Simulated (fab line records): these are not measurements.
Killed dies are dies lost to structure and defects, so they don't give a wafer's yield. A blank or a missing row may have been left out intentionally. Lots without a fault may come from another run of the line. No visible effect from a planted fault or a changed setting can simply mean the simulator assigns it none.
Which tool is to blame? ; flow nand_harc ; 14 lots, 42 wafers sampled, at 2 steps of a route of 1302

## WHAT THE GAUGES READ, wafer by wafer
NHARC_P_CONTACT_OVL_MEAS_13.
lot;measured;on;overlay_x_nm (nm);overlay_y_nm (nm)
L280;day 6 01:24;overlay-02;2.0 1.9 1.9;-0.5 -0.6 -0.8
L281;day 6 11:05;overlay-02;0.0 -0.3 -0.1;0.7 0.5 0.6
L282;day 7 00:53;overlay-01;0.0 -0.3 0.5;-0.5 0.4 -0.2
L283;day 7 05:50;overlay-01;-0.4 -0.9 -0.3;0.3 0.0 0.1
L285;day 8 00:34;overlay-01;0.2 0.4 0.6;-0.2 -0.6 -0.6
L284;day 8 10:31;overlay-02;-0.2 0.0 0.5;0.1 0.4 0.0
L286;day 8 18:50;overlay-02;0.1 0.1 -0.2;0.7 0.7 0.2
L293;day 11 04:22;overlay-02;-0.3 -0.1 0.1;-0.2 0.3 0.1
L295;day 12 01:32;overlay-02;-0.4 -0.1 -0.4;-0.4 -1.1 -0.8
L297;day 12 19:39;overlay-01;-0.2 -0.5 -0.4;-0.3 0.4 -0.1
L299;day 13 16:14;overlay-02;-0.7 -0.6 -0.7;0.1 0.4 0.4
L301;day 15 01:53;overlay-01;-0.8 -0.5 -0.6;0.5 0.1 0.0
L302;day 15 07:03;overlay-02;-1.6 -1.4 -1.0;-0.8 -1.0 -1.2
L303;day 15 13:28;overlay-02;-1.7 -1.3 -1.6;0.6 0.9 1.1

## EACH LOT AND THE TOOL THAT RAN IT (in order: tool; ch and the chambers of the sampled wafers; start)
lot;NHARC_P_CONTACT_DEP_30
L280;pecvd-03 ch 0,2, day 5 23:47
L281;pecvd-04 ch 0,2, day 6 09:35
L282;pecvd-03 ch 0,1,2, day 6 23:18
L283;pecvd-04 ch 0,1,2, day 7 04:12
L285;pecvd-03 ch 0,1,2, day 7 23:02
L284;pecvd-04 ch 0,1,2, day 8 09:03
L286;pecvd-04 ch 0,1, day 8 17:22
L293;pecvd-03 ch 1,2, day 11 02:42
L295;pecvd-01 ch 0,1,2, day 11 23:53
L297;pecvd-03 ch 0,1,2, day 12 18:11
L299;pecvd-03 ch 0,1,2, day 13 14:37
L301;pecvd-01 ch 0,1,2, day 15 00:16
L302;pecvd-04 ch 0,2, day 15 05:24
L303;pecvd-03 ch 0,2, day 15 12:00
- NHARC_P_CONTACT_DEP_30: deposits SiNx, target thk 30 nm.

## WHAT THE TOOLS THEMSELVES READ (means of the sampled wafers that have a number; where no wafer has one, the mark that the record gives instead)
NHARC_P_CONTACT_DEP_30.
lot;tool;heater_power_w (W)
L280;pecvd-03;639
L281;pecvd-04;781
L282;pecvd-03;746
L283;pecvd-04;719
L285;pecvd-03;738
L284;pecvd-04;735
L286;pecvd-04;708
L293;pecvd-03;647
L295;pecvd-01;775
L297;pecvd-03;694
L299;pecvd-03;703
L301;pecvd-01;702
L302;pecvd-04;718
L303;pecvd-03;733

## THE ANSWER, worked out from the rows above alone
Rule: the lots themselves supply what counts as usual. Put in order of their means at a reading, lots are off if they are a third of the lots or fewer, leave a main group of 4 or more, and stand apart from it by a gap of 3 or more times the standard deviation of the main group's means; of several such gaps the widest counts. Not used: any main group whose means are identical at the precision the tables above print for the reading. A lot without any number at a reading at which 4 lots or more have one is off too. All remaining lots with rows at the step are treated as sound. The gauges are gone through in route order, then the tools' own readings, and for those a lot's mean is taken as printed above. At the first step where some lot is off, the reading lying furthest off is the one used; lots without a number count as furthest.
Across all readings shown, no lot is off: no conclusion can be drawn from this.

## WHAT HAD BEEN PUT IN BY THE SIMULATOR
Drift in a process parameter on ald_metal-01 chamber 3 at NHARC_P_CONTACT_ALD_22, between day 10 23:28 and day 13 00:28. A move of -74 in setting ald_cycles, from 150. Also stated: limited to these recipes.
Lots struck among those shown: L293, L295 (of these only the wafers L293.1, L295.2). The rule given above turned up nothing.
